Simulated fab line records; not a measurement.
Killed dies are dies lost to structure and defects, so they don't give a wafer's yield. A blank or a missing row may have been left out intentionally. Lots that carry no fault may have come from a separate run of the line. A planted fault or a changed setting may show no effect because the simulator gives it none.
Split-lot experiment || flow n5 finfet || on a route of 1938 steps: 7 lots, 21 wafers read

== ABOUT THE SPLIT ==
At N5_SD_EPI_P_COAT_03 (resist thk 150 nm), the setting spin rpm was moved away from the recipe's 1500 rpm on 4 of the 21 wafers read, by -8.8% to +9.3%. This setting was run at the recipe's value on the other wafers.

== FROM THE SPLIT TO THE READING: what the file shows between them, 2 steps ==
- N5_SD_EPI_P_EBR_05
- N5_SD_EPI_P_SOFTBAKE_04: time 60 s

== THE READING ==
CAR-ArF-block_of_SD_EPI_P_COAT_03.thk nm (the simulator's own value, which no gauge read), in nm, at N5_SD_EPI_P_DESCUM_14 (chemistry O2, time 7.9 s). The file gives no usual value for it. Across the 17 wafers here that went through the recipe, the average is 143.4 nm and the standard deviation 0.3 nm.

{"wafer": "L074.1", "tool, chamber at the split": "litho track-03, 0", "spin rpm as run, rpm": 1500, "against the recipe": "recipe", "CAR-ArF-block_of_SD_EPI_P_COAT_03.thk nm, nm": 144, "against lot-mates on the recipe": "-"}
{"wafer": "L074.4", "tool, chamber at the split": "litho track-03, 0", "spin rpm as run, rpm": 1639, "against the recipe": "+9.3%", "CAR-ArF-block_of_SD_EPI_P_COAT_03.thk nm, nm": 137, "against lot-mates on the recipe": -6.8}
{"wafer": "L074.5", "tool, chamber at the split": "litho track-03, 0", "spin rpm as run, rpm": 1500, "against the recipe": "recipe", "CAR-ArF-block_of_SD_EPI_P_COAT_03.thk nm, nm": 143.6, "against lot-mates on the recipe": "-"}
{"wafer": "L084.1", "tool, chamber at the split": "litho track-05, 0", "spin rpm as run, rpm": 1500, "against the recipe": "recipe", "CAR-ArF-block_of_SD_EPI_P_COAT_03.thk nm, nm": 143.4, "against lot-mates on the recipe": "-"}
{"wafer": "L084.2", "tool, chamber at the split": "litho track-05, 0", "spin rpm as run, rpm": 1500, "against the recipe": "recipe", "CAR-ArF-block_of_SD_EPI_P_COAT_03.thk nm, nm": 142.8, "against lot-mates on the recipe": "-"}
{"wafer": "L084.5", "tool, chamber at the split": "litho track-05, 0", "spin rpm as run, rpm": 1500, "against the recipe": "recipe", "CAR-ArF-block_of_SD_EPI_P_COAT_03.thk nm, nm": 143.2, "against lot-mates on the recipe": "-"}
{"wafer": "L086.2", "tool, chamber at the split": "litho track-03, 0", "spin rpm as run, rpm": 1500, "against the recipe": "recipe", "CAR-ArF-block_of_SD_EPI_P_COAT_03.thk nm, nm": 143.4, "against lot-mates on the recipe": "-"}
{"wafer": "L086.5", "tool, chamber at the split": "litho track-03, 0", "spin rpm as run, rpm": 1500, "against the recipe": "recipe", "CAR-ArF-block_of_SD_EPI_P_COAT_03.thk nm, nm": 143.6, "against lot-mates on the recipe": "-"}
{"wafer": "L086.6", "tool, chamber at the split": "litho track-03, 0", "spin rpm as run, rpm": 1544, "against the recipe": "+2.9%", "CAR-ArF-block_of_SD_EPI_P_COAT_03.thk nm, nm": 141.2, "against lot-mates on the recipe": -2.3}
{"wafer": "L087.3", "tool, chamber at the split": "litho track-05, 0", "spin rpm as run, rpm": 1500, "against the recipe": "recipe", "CAR-ArF-block_of_SD_EPI_P_COAT_03.thk nm, nm": 142.8, "against lot-mates on the recipe": "-"}
{"wafer": "L087.5", "tool, chamber at the split": "litho track-05, 0", "spin rpm as run, rpm": 1500, "against the recipe": "recipe", "CAR-ArF-block_of_SD_EPI_P_COAT_03.thk nm, nm": 143.4, "against lot-mates on the recipe": "-"}
{"wafer": "L087.6", "tool, chamber at the split": "litho track-05, 0", "spin rpm as run, rpm": 1368, "against the recipe": "-8.8%", "CAR-ArF-block_of_SD_EPI_P_COAT_03.thk nm, nm": 149.8, "against lot-mates on the recipe": "+6.7"}
{"wafer": "L089.2", "tool, chamber at the split": "litho track-03, 0", "spin rpm as run, rpm": 1500, "against the recipe": "recipe", "CAR-ArF-block_of_SD_EPI_P_COAT_03.thk nm, nm": 143.2, "against lot-mates on the recipe": "-"}
{"wafer": "L089.6", "tool, chamber at the split": "litho track-03, 0", "spin rpm as run, rpm": 1500, "against the recipe": "recipe", "CAR-ArF-block_of_SD_EPI_P_COAT_03.thk nm, nm": 143.2, "against lot-mates on the recipe": "-"}
{"wafer": "L089.4", "tool, chamber at the split": "litho track-03, 0", "spin rpm as run, rpm": 1500, "against the recipe": "recipe", "CAR-ArF-block_of_SD_EPI_P_COAT_03.thk nm, nm": 143.4, "against lot-mates on the recipe": "-"}
{"wafer": "L093.1", "tool, chamber at the split": "litho track-03, 0", "spin rpm as run, rpm": 1500, "against the recipe": "recipe", "CAR-ArF-block_of_SD_EPI_P_COAT_03.thk nm, nm": 143.2, "against lot-mates on the recipe": "-"}
{"wafer": "L093.2", "tool, chamber at the split": "litho track-03, 0", "spin rpm as run, rpm": 1500, "against the recipe": "recipe", "CAR-ArF-block_of_SD_EPI_P_COAT_03.thk nm, nm": 143.2, "against lot-mates on the recipe": "-"}
{"wafer": "L093.4", "tool, chamber at the split": "litho track-03, 0", "spin rpm as run, rpm": 1500, "against the recipe": "recipe", "CAR-ArF-block_of_SD_EPI_P_COAT_03.thk nm, nm": 143.4, "against lot-mates on the recipe": "-"}
{"wafer": "L094.3", "tool, chamber at the split": "litho track-03, 0", "spin rpm as run, rpm": 1500, "against the recipe": "recipe", "CAR-ArF-block_of_SD_EPI_P_COAT_03.thk nm, nm": 143.8, "against lot-mates on the recipe": "-"}
{"wafer": "L094.4", "tool, chamber at the split": "litho track-03, 0", "spin rpm as run, rpm": 1500, "against the recipe": "recipe", "CAR-ArF-block_of_SD_EPI_P_COAT_03.thk nm, nm": 143.4, "against lot-mates on the recipe": "-"}
{"wafer": "L094.5", "tool, chamber at the split": "litho track-03, 0", "spin rpm as run, rpm": 1635, "against the recipe": "+9.0%", "CAR-ArF-block_of_SD_EPI_P_COAT_03.thk nm, nm": 137.8, "against lot-mates on the recipe": -5.8}

THE FIT
A straight line over all 21 wafers: CAR-ArF-block_of_SD_EPI_P_COAT_03.thk nm changes by -0.682 nm for each +1% of spin rpm; r = -0.99; the points scatter about the line by 0.33 nm.
The same after taking each lot's own level away (the mean of its wafers on the recipe; 21 wafers): -0.717 nm for each +1%; r = -1.00; scatter 0.25 nm.
The reading moves by 6.6 nm for the largest change in spin rpm, on that fit.
The span of the lots' own levels, 143.10 to 143.80 nm, comes to 2.4 times the standard deviation stated above.
The two slopes agree, so the slope changes little with the lot-to-lot level.
Check: for one of the wafers moved furthest among these (+9.3%), held out of the fit, the line's prediction against its lot-mates is -6.51 nm. Against them it came out at -6.8 nm.

== ADDITIONAL SPLITS CARRIED BY THESE WAFERS ==
Before the reading, these wafers also passed through other splits. Each is held against what the fit with the lots' levels taken away leaves over:
{"other split on the same wafers": "N5_SD_EPI_N_DEVELOP_08 develop time s", "wafers away from the commonest value": 6, "r with CAR-ArF-block_of_SD_EPI_P_COAT_03.thk nm (lot level and that fit taken away)": -0.09}
{"other split on the same wafers": "N5_SD_EPI_N_EPI_21 temp c", "wafers away from the commonest value": 9, "r with CAR-ArF-block_of_SD_EPI_P_COAT_03.thk nm (lot level and that fit taken away)": -0.13}

== THE WHOLE CHAIN: every reading that the file lists as answering this split, in the file's order ==
{"step": "N5_SD_EPI_P_COAT_03", "what it does": "resist thk 150 nm", "reading": "CAR-ArF-block_of_SD_EPI_P_COAT_03.thk nm (the simulator's own value, which no gauge read)", "change (the file's fit)": "-0.725 nm for each +1% of the setting", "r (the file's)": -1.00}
{"step": "N5_SD_EPI_P_DESCUM_14", "what it does": "chemistry O2, time 7.9 s", "reading": "CAR-ArF-block_of_SD_EPI_P_COAT_03.thk nm (the simulator's own value, which no gauge read)", "change (the file's fit)": "-0.715 nm for each +1% of the setting", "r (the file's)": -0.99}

== THE FILE'S OWN FIT ==
CAR-ArF-block_of_SD_EPI_P_COAT_03.thk nm changes by -0.715 nm for each +1% of spin rpm, r = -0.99.
